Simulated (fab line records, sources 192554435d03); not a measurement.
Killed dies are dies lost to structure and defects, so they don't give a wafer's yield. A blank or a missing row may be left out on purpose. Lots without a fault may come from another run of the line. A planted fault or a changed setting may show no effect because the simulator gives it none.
Chamber matching | flow n5_finfet | N5_BEOL_M1_ILD_DEP_00 on pecvd-02: 3 sister chambers
The step deposits SiOC from DEMS/O2, target thk 79 nm, time 15.3 s. 3 wafers are shown with their chamber, then 11 later ones without.

WAFERS WITH THEIR CHAMBER
wafer  | chamber | showerhead_vpp_V (V)
L084.4 | 2       | 1359
L086.4 | 0       | 1453
L087.2 | 1       | 1398

WAFERS WITHOUT THEIR CHAMBER
wafer  | showerhead_vpp_V (V)
L087.3 | 1448
L087.5 | 1401
L092.1 | 1409
L092.2 | 1462
L092.5 | 1397
L096.1 | 1459
L096.2 | 1393
L096.3 | 1360
L097.4 | 1354
L097.5 | 1398
L097.6 | 1430

WHICH CHAMBER EACH WENT THROUGH
wafer  | from the rows above     | in truth
L087.3 | 0                       | 0
L087.5 | 1                       | 1
L092.1 | 1                       | 1
L092.2 | 0                       | 0
L092.5 | 1                       | 1
L096.1 | 0                       | 0
L096.2 | 1                       | 1
L096.3 | 2                       | 2
L097.4 | 2                       | 2
L097.5 | 1                       | 1
L097.6 | can't be placed: 0 or 1 | 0
Placed correctly: 10 of 11. Can't be placed from these rows: 1 (the true chamber is among the candidates in 1). Placed wrongly: 0.
How it was worked out, from the rows above alone: a wafer's distance from a chamber is the root of the sum, over the readings, of the square of ((its reading less the chamber's mean) divided by the reading's scatter). The wafer belongs to the nearest chamber; if the next one is less than 2 further off, it can't be placed. A chamber's mean is the mean of its shown wafers. The scatter: with one shown wafer a chamber, the root of the mean of the squares of how far each hidden wafer lies from its nearest shown one.
